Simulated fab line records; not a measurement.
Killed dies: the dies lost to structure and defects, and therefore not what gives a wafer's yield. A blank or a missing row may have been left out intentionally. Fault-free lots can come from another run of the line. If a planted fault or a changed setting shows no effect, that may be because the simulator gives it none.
Which tool was responsible? / flow n5Finfet / 11 lots with 33 wafers sampled at 5 steps, on a route of 1938 steps

== WHAT EACH GAUGE READ, for each wafer ==
N5_BEOL_M4_RC_MEAS_101.
lot=L932; measured=day 8 00:16; on=prober-01; DIBL_N (mV/V)=35.3 34.6 35.5; DIBL_P (mV/V)=35.9 34.8 35.3; IOFF_N (nA/um)=0.161 0.154 0.159; IOFF_P (nA/um)=0.22 0.20 0.22; ION_N (uA/um)=685 675 682; ION_P (uA/um)=471 462 471; SS_N (mV/dec)=71.8 71.3 72.4; SS_P (mV/dec)=73.3 73.1 72.5; VT_N (mV)=252 250 252; VT_P (mV)=-248 -248 -248
lot=L935; measured=day 9 04:34; on=prober-01; DIBL_N (mV/V)=37.6 37.9 36.8; DIBL_P (mV/V)=36.9 37.5 35.5; IOFF_N (nA/um)=0.169 0.162 0.147; IOFF_P (nA/um)=0.20 0.22 0.18; ION_N (uA/um)=693 684 675; ION_P (uA/um)=465 461 462; SS_N (mV/dec)=71.9 71.7 71.4; SS_P (mV/dec)=73.8 74.0 72.9; VT_N (mV)=245 247 251; VT_P (mV)=-252 -249 -254
lot=L937; measured=day 9 10:25; on=prober-01; DIBL_N (mV/V)=38.1 37.8 37.9; DIBL_P (mV/V)=36.8 36.6 36.3; IOFF_N (nA/um)=0.191 0.178 0.174; IOFF_P (nA/um)=0.26 0.26 0.23; ION_N (uA/um)=692 686 685; ION_P (uA/um)=481 475 468; SS_N (mV/dec)=71.9 71.9 71.4; SS_P (mV/dec)=72.9 73.2 73.2; VT_N (mV)=247 247 248; VT_P (mV)=-244 -242 -246
lot=L940; measured=day 10 05:30; on=prober-01; DIBL_N (mV/V)=38.0 34.9 33.6; DIBL_P (mV/V)=37.4 34.3 32.3; IOFF_N (nA/um)=0.178 0.117 0.105; IOFF_P (nA/um)=0.21 0.17 0.14; ION_N (uA/um)=676 656 661; ION_P (uA/um)=456 454 450; SS_N (mV/dec)=71.5 71.0 69.8; SS_P (mV/dec)=73.8 73.0 72.1; VT_N (mV)=252 255 255; VT_P (mV)=-254 -252 -256
lot=L941; measured=day 10 15:32; on=prober-01; DIBL_N (mV/V)=35.1 35.3 34.7; DIBL_P (mV/V)=34.7 35.3 34.5; IOFF_N (nA/um)=0.135 0.146 0.150; IOFF_P (nA/um)=0.18 0.18 0.18; ION_N (uA/um)=666 673 697; ION_P (uA/um)=458 456 468; SS_N (mV/dec)=71.8 71.5 70.6; SS_P (mV/dec)=71.9 72.5 72.7; VT_N (mV)=252 249 248; VT_P (mV)=-251 -251 -251
lot=L942; measured=day 11 02:08; on=prober-01; DIBL_N (mV/V)=35.6 34.6 34.9; DIBL_P (mV/V)=36.3 35.0 35.4; IOFF_N (nA/um)=0.158 0.145 0.152; IOFF_P (nA/um)=0.21 0.18 0.20; ION_N (uA/um)=679 681 679; ION_P (uA/um)=466 462 460; SS_N (mV/dec)=71.1 71.2 71.2; SS_P (mV/dec)=73.5 72.8 73.0; VT_N (mV)=248 251 250; VT_P (mV)=-252 -250 -249
lot=L944; measured=day 11 04:51; on=prober-01; DIBL_N (mV/V)=34.9 34.6 34.2; DIBL_P (mV/V)=35.3 34.7 35.1; IOFF_N (nA/um)=0.141 0.142 0.134; IOFF_P (nA/um)=0.21 0.21 0.21; ION_N (uA/um)=672 671 673; ION_P (uA/um)=466 473 463; SS_N (mV/dec)=71.2 70.9 70.0; SS_P (mV/dec)=72.7 72.8 72.3; VT_N (mV)=251 252 249; VT_P (mV)=-248 -251 -251
lot=L948; measured=day 12 03:19; on=prober-01; DIBL_N (mV/V)=38.5 35.8 35.6; DIBL_P (mV/V)=39.8 34.5 36.1; IOFF_N (nA/um)=0.191 0.137 0.146; IOFF_P (nA/um)=0.25 0.17 0.18; ION_N (uA/um)=679 663 683; ION_P (uA/um)=463 454 466; SS_N (mV/dec)=72.1 71.6 71.5; SS_P (mV/dec)=73.7 73.0 73.1; VT_N (mV)=248 252 251; VT_P (mV)=-248 -252 -255
lot=L949; measured=day 12 09:55; on=prober-02; DIBL_N (mV/V)=36.9 36.9 35.5; DIBL_P (mV/V)=35.4 36.1 35.7; IOFF_N (nA/um)=0.152 0.153 0.140; IOFF_P (nA/um)=0.17 0.18 0.18; ION_N (uA/um)=679 675 682; ION_P (uA/um)=453 451 465; SS_N (mV/dec)=70.9 71.9 71.0; SS_P (mV/dec)=73.3 72.9 73.2; VT_N (mV)=251 252 251; VT_P (mV)=-255 -254 -252
lot=L950; measured=day 12 19:14; on=prober-02; DIBL_N (mV/V)=36.4 39.3 37.4; DIBL_P (mV/V)=33.2 36.0 35.8; IOFF_N (nA/um)=0.145 0.208 0.170; IOFF_P (nA/um)=0.16 0.19 0.20; ION_N (uA/um)=671 659 685; ION_P (uA/um)=454 443 459; SS_N (mV/dec)=71.8 72.7 71.3; SS_P (mV/dec)=73.0 73.9 73.8; VT_N (mV)=253 249 249; VT_P (mV)=-257 -253 -250
lot=L953; measured=day 13 22:43; on=prober-02; DIBL_N (mV/V)=34.5 35.1 35.3; DIBL_P (mV/V)=34.1 35.6 35.2; IOFF_N (nA/um)=0.145 0.163 0.164; IOFF_P (nA/um)=0.19 0.21 0.21; ION_N (uA/um)=673 687 692; ION_P (uA/um)=471 470 469; SS_N (mV/dec)=70.7 70.5 70.9; SS_P (mV/dec)=72.4 72.9 72.9; VT_N (mV)=249 246 247; VT_P (mV)=-249 -247 -247

N5_MIM_TOP_LITHO_INSPECT_12: inspects for defects (macro).
lot=L932; measured=day 11 12:04; on=defectInspect-01; rawDefectCount=2 3 2
lot=L935; measured=day 12 19:07; on=defectInspect-01; rawDefectCount=1 2 2
lot=L937; measured=day 12 23:37; on=defectInspect-01; rawDefectCount=2 2 5
lot=L940; measured=day 13 23:07; on=defectInspect-02; rawDefectCount=3 2 2
lot=L941; measured=day 14 05:53; on=defectInspect-01; rawDefectCount=5 1 2
lot=L942; measured=day 14 20:09; on=defectInspect-01; rawDefectCount=6 1 1
lot=L944; measured=day 14 22:35; on=defectInspect-01; rawDefectCount=2 2 0
lot=L948; measured=day 16 04:40; on=defectInspect-01; rawDefectCount=1 2 1
lot=L949; measured=day 16 10:47; on=defectInspect-02; rawDefectCount=4 2 2
lot=L950; measured=day 16 16:44; on=defectInspect-01; rawDefectCount=0 1 3
lot=L953; measured=day 17 11:02; on=defectInspect-01; rawDefectCount=3 2 3

N5_MIM_BOT_LITHO_CD_MEAS_08: the cd target is 3000 nm.
lot=L932; measured=day 11 12:45; on=cdSem-02; cdNm (nm)=2999.3 3000.5 2999.0
lot=L935; measured=day 12 20:02; on=cdSem-01; cdNm (nm)=3001.1 3000.6 2997.4
lot=L937; measured=day 13 00:19; on=cdSem-02; cdNm (nm)=3000.7 2998.4 3001.7
lot=L940; measured=day 13 23:49; on=cdSem-03; cdNm (nm)=2997.4 2998.7 2995.1
lot=L941; measured=day 14 06:43; on=cdSem-03; cdNm (nm)=3000.4 2999.5 3001.7
lot=L942; measured=day 14 20:57; on=cdSem-02; cdNm (nm)=3000.0 3000.9 2997.3
lot=L944; measured=day 14 23:35; on=cdSem-02; cdNm (nm)=2998.2 2996.8 2999.1
lot=L948; measured=day 16 05:23; on=cdSem-01; cdNm (nm)=3003.2 3001.4 3000.2
lot=L949; measured=day 16 12:02; on=cdSem-03; cdNm (nm)=3003.0 3000.1 3003.5
lot=L950; measured=day 16 17:28; on=cdSem-03; cdNm (nm)=3000.9 3001.0 3001.2
lot=L953; measured=day 17 11:43; on=cdSem-02; cdNm (nm)=2996.9 2998.7 2997.6

== WHICH TOOL RAN EACH LOT (tool, then ch and the chambers of the sampled wafers, then the start) ==
lot=L932; N5_MIM_BOT_SPUTTER_00=pvdSputter-03, day 11 10:42; N5_MIM_TOP_ALD_01=aldHk-02 ch 0,3, day 11 12:04 or earlier
lot=L935; N5_MIM_BOT_SPUTTER_00=pvdSputter-02, day 12 17:23; N5_MIM_TOP_ALD_01=aldHk-01 ch 1,2, day 12 19:07 or earlier
lot=L937; N5_MIM_BOT_SPUTTER_00=pvdSputter-01, day 12 22:34; N5_MIM_TOP_ALD_01=aldHk-03 ch 0,2,3, day 12 23:37 or earlier
lot=L940; N5_MIM_BOT_SPUTTER_00=pvdSputter-03, day 13 22:01; N5_MIM_TOP_ALD_01=aldHk-03 ch 1,2,3, day 13 23:07 or earlier
lot=L941; N5_MIM_BOT_SPUTTER_00=pvdSputter-03, day 14 04:44; N5_MIM_TOP_ALD_01=aldHk-02 ch 0,1,2, day 14 05:53 or earlier
lot=L942; N5_MIM_BOT_SPUTTER_00=pvdSputter-01, day 14 17:16; N5_MIM_TOP_ALD_01=aldHk-03 ch 0,1,2, day 14 20:09 or earlier
lot=L944; N5_MIM_BOT_SPUTTER_00=pvdSputter-03, day 14 19:42; N5_MIM_TOP_ALD_01=aldHk-03 ch 0,1, day 14 22:35 or earlier
lot=L948; N5_MIM_BOT_SPUTTER_00=pvdSputter-01, day 16 02:44; N5_MIM_TOP_ALD_01=aldHk-01 ch 0,1,2, day 16 04:40 or earlier
lot=L949; N5_MIM_BOT_SPUTTER_00=pvdSputter-01, day 16 07:56; N5_MIM_TOP_ALD_01=aldHk-03 ch 0,3, day 16 10:47 or earlier
lot=L950; N5_MIM_BOT_SPUTTER_00=pvdSputter-01, day 16 13:58; N5_MIM_TOP_ALD_01=aldHk-02 ch 1,2, day 16 16:44 or earlier
lot=L953; N5_MIM_BOT_SPUTTER_00=pvdSputter-02, day 17 09:35; N5_MIM_TOP_ALD_01=aldHk-03 ch 1,2,3, day 17 11:02 or earlier
- N5_MIM_BOT_SPUTTER_00: material TiN, target thk 35 nm, time 89.7 s.
- N5_MIM_TOP_ALD_01: deposits HfO2, target thk 5.6 nm, pulse time 1 s, purge time 3 s.

== WHAT THE TOOLS THEMSELVES READ (means of the sampled wafers that have a number; where no wafer has one, the mark that the record gives instead) ==
N5_MIM_BOT_SPUTTER_00.
lot=L932; tool=pvdSputter-03; susceptorTempC (C)=200.21; throttleValvePct (%)=29.4
lot=L935; tool=pvdSputter-02; susceptorTempC (C)=199.88; throttleValvePct (%)=30.4
lot=L937; tool=pvdSputter-01; susceptorTempC (C)=200.05; throttleValvePct (%)=31.0
lot=L940; tool=pvdSputter-03; susceptorTempC (C)=200.08; throttleValvePct (%)=29.8
lot=L941; tool=pvdSputter-03; susceptorTempC (C)=200.04; throttleValvePct (%)=29.2
lot=L942; tool=pvdSputter-01; susceptorTempC (C)=199.98; throttleValvePct (%)=30.1
lot=L944; tool=pvdSputter-03; susceptorTempC (C)=200.02; throttleValvePct (%)=28.8
lot=L948; tool=pvdSputter-01; susceptorTempC (C)=199.90; throttleValvePct (%)=30.5
lot=L949; tool=pvdSputter-01; susceptorTempC (C)=200.03; throttleValvePct (%)=30.5
lot=L950; tool=pvdSputter-01; susceptorTempC (C)=200.04; throttleValvePct (%)=31.2
lot=L953; tool=pvdSputter-02; susceptorTempC (C)=200.11; throttleValvePct (%)=29.9

N5_MIM_TOP_ALD_01.
lot=L932 tool=aldHk-02 precursorPulseHeightRel=1.015
lot=L935 tool=aldHk-01 precursorPulseHeightRel=0.995
lot=L937 tool=aldHk-03 precursorPulseHeightRel=0.984
lot=L940 tool=aldHk-03 precursorPulseHeightRel=0.995
lot=L941 tool=aldHk-02 precursorPulseHeightRel=1.000
lot=L942 tool=aldHk-03 precursorPulseHeightRel=0.999
lot=L944 tool=aldHk-03 precursorPulseHeightRel=0.996
lot=L948 tool=aldHk-01 precursorPulseHeightRel=0.989
lot=L949 tool=aldHk-03 precursorPulseHeightRel=0.986
lot=L950 tool=aldHk-02 precursorPulseHeightRel=1.010
lot=L953 tool=aldHk-03 precursorPulseHeightRel=0.989

== THE ANSWER, worked out from the rows above alone ==
Rule: the usual values come from the lots themselves. The widest of any qualifying gaps counts: lots, ordered by their means at a reading, are off when they make up no more than a third of the lots, leave a main group of 4 or more, and stand apart from it by 3 or more times the standard deviation of that group's means. The tables above print the reading to a certain number of digits; a main group whose means all agree to those digits is not used. Also off: a lot with no number at a reading for which 4 or more lots have one. All remaining lots with rows at the step are treated as sound. The gauges are gone through in route order, then the tools' own readings, and for those a lot's mean is taken as printed above. At the first step where some lot is off, the reading lying furthest off is the one used; lots without a number count as furthest.
Across all readings shown, no lot is off: no conclusion can be drawn from this.

== WHAT THE SIMULATOR HAD INSERTED ==
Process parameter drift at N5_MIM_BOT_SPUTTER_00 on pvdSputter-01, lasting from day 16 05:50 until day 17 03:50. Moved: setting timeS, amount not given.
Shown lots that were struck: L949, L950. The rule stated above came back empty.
